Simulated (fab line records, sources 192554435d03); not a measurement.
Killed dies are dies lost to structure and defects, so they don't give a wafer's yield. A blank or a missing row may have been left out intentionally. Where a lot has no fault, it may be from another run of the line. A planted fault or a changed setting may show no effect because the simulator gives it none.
Matching of chambers / flow n5-finfet / rie-diel-01 running N5_FIN_SAQP_STRIP_70: 4 sister chambers
The step strips in N2/H2. 16 wafers are shown with their chamber, then 8 later ones without.

WAFERS PAIRED WITH THEIR CHAMBERS
wafer=L075.1; chamber=1; showerhead-plenum-p-Torr (Torr)=3.57; throttle-valve-pct (%)=19.3; oes-product-au (a.u.)=0.78
wafer=L075.3; chamber=0; showerhead-plenum-p-Torr (Torr)=3.37; throttle-valve-pct (%)=18.7; oes-product-au (a.u.)=0.76
wafer=L075.6; chamber=3; showerhead-plenum-p-Torr (Torr)=3.32; throttle-valve-pct (%)=18.3; oes-product-au (a.u.)=0.92
wafer=L077.3; chamber=2; showerhead-plenum-p-Torr (Torr)=3.19; throttle-valve-pct (%)=18.2; oes-product-au (a.u.)=0.71
wafer=L077.5; chamber=0; showerhead-plenum-p-Torr (Torr)=3.36; throttle-valve-pct (%)=18.7; oes-product-au (a.u.)=0.76
wafer=L077.6; chamber=3; showerhead-plenum-p-Torr (Torr)=3.32; throttle-valve-pct (%)=18.3; oes-product-au (a.u.)=0.91
wafer=L082.2; chamber=0; showerhead-plenum-p-Torr (Torr)=3.36; throttle-valve-pct (%)=18.7; oes-product-au (a.u.)=0.75
wafer=L082.5; chamber=1; showerhead-plenum-p-Torr (Torr)=3.56; throttle-valve-pct (%)=19.4; oes-product-au (a.u.)=0.76
wafer=L082.6; chamber=2; showerhead-plenum-p-Torr (Torr)=3.19; throttle-valve-pct (%)=18.3; oes-product-au (a.u.)=0.69
wafer=L084.2; chamber=0; showerhead-plenum-p-Torr (Torr)=3.36; throttle-valve-pct (%)=18.7; oes-product-au (a.u.)=0.75
wafer=L084.4; chamber=2; showerhead-plenum-p-Torr (Torr)=3.19; throttle-valve-pct (%)=18.2; oes-product-au (a.u.)=0.69
wafer=L084.5; chamber=3; showerhead-plenum-p-Torr (Torr)=3.31; throttle-valve-pct (%)=18.4; oes-product-au (a.u.)=0.88
wafer=L086.3; chamber=1; showerhead-plenum-p-Torr (Torr)=3.56; throttle-valve-pct (%)=19.4; oes-product-au (a.u.)=0.76
wafer=L086.4; chamber=3; showerhead-plenum-p-Torr (Torr)=3.31; throttle-valve-pct (%)=18.4; oes-product-au (a.u.)=0.89
wafer=L086.5; chamber=0; showerhead-plenum-p-Torr (Torr)=3.36; throttle-valve-pct (%)=18.7; oes-product-au (a.u.)=0.76
wafer=L089.2; chamber=0; showerhead-plenum-p-Torr (Torr)=3.35; throttle-valve-pct (%)=18.8; oes-product-au (a.u.)=0.75

SIGNATURES, as means of the wafers listed above
reading=showerhead-plenum-p-Torr; chamber 0=3.3600; chamber 1=3.5633; chamber 2=3.1900; chamber 3=3.3150; scatter within a chamber=0.00553
reading=throttle-valve-pct; chamber 0=18.717; chamber 1=19.367; chamber 2=18.233; chamber 3=18.350; scatter within a chamber=0.0514
reading=oes-product-au; chamber 0=0.7550; chamber 1=0.7667; chamber 2=0.6967; chamber 3=0.9000; scatter within a chamber=0.0118
Rule: a wafer lies at a distance from a chamber equal to the root of the sum of squares, over the readings, of (its reading less the chamber's mean, divided by the reading's scatter). If the next closest chamber is less than 2 further off than the closest, the wafer can't be placed; otherwise it belongs to the closest. How the scatter is found: for the shown wafers, subtract from each reading the mean of its chamber, square and add these, divide the total by (wafers less chambers), then take the root.

WAFERS MISSING THEIR CHAMBER
wafer=L089.4; showerhead-plenum-p-Torr (Torr)=3.18; throttle-valve-pct (%)=18.3; oes-product-au (a.u.)=0.69
wafer=L089.6; showerhead-plenum-p-Torr (Torr)=3.56; throttle-valve-pct (%)=19.4; oes-product-au (a.u.)=0.75
wafer=L094.2; showerhead-plenum-p-Torr (Torr)=3.55; throttle-valve-pct (%)=19.4; oes-product-au (a.u.)=0.75
wafer=L094.3; showerhead-plenum-p-Torr (Torr)=3.30; throttle-valve-pct (%)=18.4; oes-product-au (a.u.)=0.87
wafer=L094.4; showerhead-plenum-p-Torr (Torr)=3.35; throttle-valve-pct (%)=18.7; oes-product-au (a.u.)=0.73
wafer=L096.2; showerhead-plenum-p-Torr (Torr)=3.18; throttle-valve-pct (%)=18.3; oes-product-au (a.u.)=0.68
wafer=L096.3; showerhead-plenum-p-Torr (Torr)=3.30; throttle-valve-pct (%)=18.4; oes-product-au (a.u.)=0.86
wafer=L096.4; showerhead-plenum-p-Torr (Torr)=3.35; throttle-valve-pct (%)=18.8; oes-product-au (a.u.)=0.73

EACH ONE'S CHAMBER
wafer=L089.4; from the rows above=2; in truth=2
wafer=L089.6; from the rows above=1; in truth=1
wafer=L094.2; from the rows above=1; in truth=1
wafer=L094.3; from the rows above=3; in truth=3
wafer=L094.4; from the rows above=0; in truth=0
wafer=L096.2; from the rows above=2; in truth=2
wafer=L096.3; from the rows above=3; in truth=3
wafer=L096.4; from the rows above=0; in truth=0
8 of 8 placed correctly. Can't be placed from these rows: 0. Wrongly placed: 0.
